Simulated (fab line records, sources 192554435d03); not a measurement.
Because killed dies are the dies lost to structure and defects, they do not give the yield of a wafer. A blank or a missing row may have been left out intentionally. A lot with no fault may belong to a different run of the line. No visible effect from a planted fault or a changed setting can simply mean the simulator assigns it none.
Matching of chambers || flow n5_finfet || 4 sister chambers for N5_BEOL_M11_ALD_74 on ald_metal-01
The step deposits TaN, target thk 2 nm, pulse time 2 s, purge time 3 s. 8 wafers are shown with their chamber, then 11 later ones without.

WAFERS, EACH WITH ITS CHAMBER
{"wafer": "L075.4", "chamber": 2, "heater_power_w (W)": 438}
{"wafer": "L077.2", "chamber": 2, "heater_power_w (W)": 447}
{"wafer": "L082.6", "chamber": 1, "heater_power_w (W)": 509}
{"wafer": "L085.1", "chamber": 0, "heater_power_w (W)": 492}
{"wafer": "L085.3", "chamber": 1, "heater_power_w (W)": 510}
{"wafer": "L089.5", "chamber": 3, "heater_power_w (W)": 438}
{"wafer": "L089.6", "chamber": 0, "heater_power_w (W)": 483}
{"wafer": "L090.2", "chamber": 3, "heater_power_w (W)": 431}

WAFERS WHOSE CHAMBER IS MISSING
{"wafer": "L090.5", "heater_power_w (W)": 444}
{"wafer": "L090.6", "heater_power_w (W)": 499}
{"wafer": "L092.2", "heater_power_w (W)": 509}
{"wafer": "L092.3", "heater_power_w (W)": 416}
{"wafer": "L092.5", "heater_power_w (W)": 429}
{"wafer": "L094.1", "heater_power_w (W)": 486}
{"wafer": "L094.3", "heater_power_w (W)": 440}
{"wafer": "L094.5", "heater_power_w (W)": 489}
{"wafer": "L095.3", "heater_power_w (W)": 428}
{"wafer": "L095.4", "heater_power_w (W)": 433}
{"wafer": "L095.5", "heater_power_w (W)": 421}

WHICH CHAMBER EACH WENT THROUGH
{"wafer": "L090.5", "from the rows above": "can't be placed: 2 or 3", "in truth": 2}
{"wafer": "L090.6", "from the rows above": "can't be placed: 1 or 0", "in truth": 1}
{"wafer": "L092.2", "from the rows above": 1, "in truth": 1}
{"wafer": "L092.3", "from the rows above": "can't be placed: 3 or 2", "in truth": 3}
{"wafer": "L092.5", "from the rows above": "can't be placed: 3 or 2", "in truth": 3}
{"wafer": "L094.1", "from the rows above": 0, "in truth": 0}
{"wafer": "L094.3", "from the rows above": "can't be placed: 2 or 3", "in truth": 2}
{"wafer": "L094.5", "from the rows above": 0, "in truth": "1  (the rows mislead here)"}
{"wafer": "L095.3", "from the rows above": "can't be placed: 3 or 2", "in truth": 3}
{"wafer": "L095.4", "from the rows above": "can't be placed: 3 or 2", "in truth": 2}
{"wafer": "L095.5", "from the rows above": "can't be placed: 3 or 2", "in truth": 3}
Correctly placed: 2 of 11. Not placeable from these rows: 8 (in 8, the candidates include the true chamber). 1 placed wrongly.
How it was worked out, from the rows above alone: a wafer's distance from a chamber is the root of the sum, over the readings, of the square of ((its reading less the chamber's mean) divided by the reading's scatter). The wafer belongs to the nearest chamber; if the next one is less than 2 further off, it can't be placed. A chamber's mean is the mean of its shown wafers. The scatter: the root of (the sum of the squares of (reading less its chamber's mean) over the shown wafers, divided by (wafers less chambers)).
